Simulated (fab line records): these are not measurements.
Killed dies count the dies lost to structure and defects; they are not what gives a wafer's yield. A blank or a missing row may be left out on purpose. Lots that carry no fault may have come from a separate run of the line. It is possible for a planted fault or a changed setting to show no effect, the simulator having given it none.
Which of the tools did it? / flow nand_harc / 17 wafers sampled from 6 lots at 1 step of a route of 1302

== WHAT THE GAUGES SHOWED, per wafer ==
NHARC_P_M0_OVL_MEAS_10: pitch 180 nm.
lot=L310; measured=day 7 07:34; on=overlay-02; overlay_x_nm (nm)=0.8 0.8 0.4
lot=L313; measured=day 8 08:47; on=overlay-01; overlay_x_nm (nm)=1.1 0.7 0.7
lot=L318; measured=day 10 14:59; on=overlay-01; overlay_x_nm (nm)=-0.1 0.2 0.4
lot=L323; measured=day 12 17:55; on=overlay-01; overlay_x_nm (nm)=0.8 0.4
lot=L328; measured=day 14 14:39; on=overlay-02; overlay_x_nm (nm)=-0.7 -0.4 -0.9
lot=L330; measured=day 15 19:38; on=overlay-02; overlay_x_nm (nm)=0.6 -0.2 -0.3

== WHAT TOOL EACH LOT RAN ON (gives the tool, then ch and the chambers of the sampled wafers, and finally the start) ==
There is no process step in the record ahead of these readings.

== THE ANSWER, worked out from the rows above alone ==
Rule: the usual values come from the lots themselves. Put in order of their means at a reading, lots are off if they are a third of the lots or fewer, leave a main group of 4 or more, and stand apart from it by a gap of 3 or more times the standard deviation of the main group's means; of several such gaps the widest counts. Not used: any main group whose means are identical at the precision the tables above print for the reading. Also off: a lot with no number at a reading for which 4 or more lots have one. All remaining lots with rows at the step are treated as sound.
No lot is off at any reading shown: from this, nothing can be told.

== WHAT THE SIMULATOR PUT IN ==
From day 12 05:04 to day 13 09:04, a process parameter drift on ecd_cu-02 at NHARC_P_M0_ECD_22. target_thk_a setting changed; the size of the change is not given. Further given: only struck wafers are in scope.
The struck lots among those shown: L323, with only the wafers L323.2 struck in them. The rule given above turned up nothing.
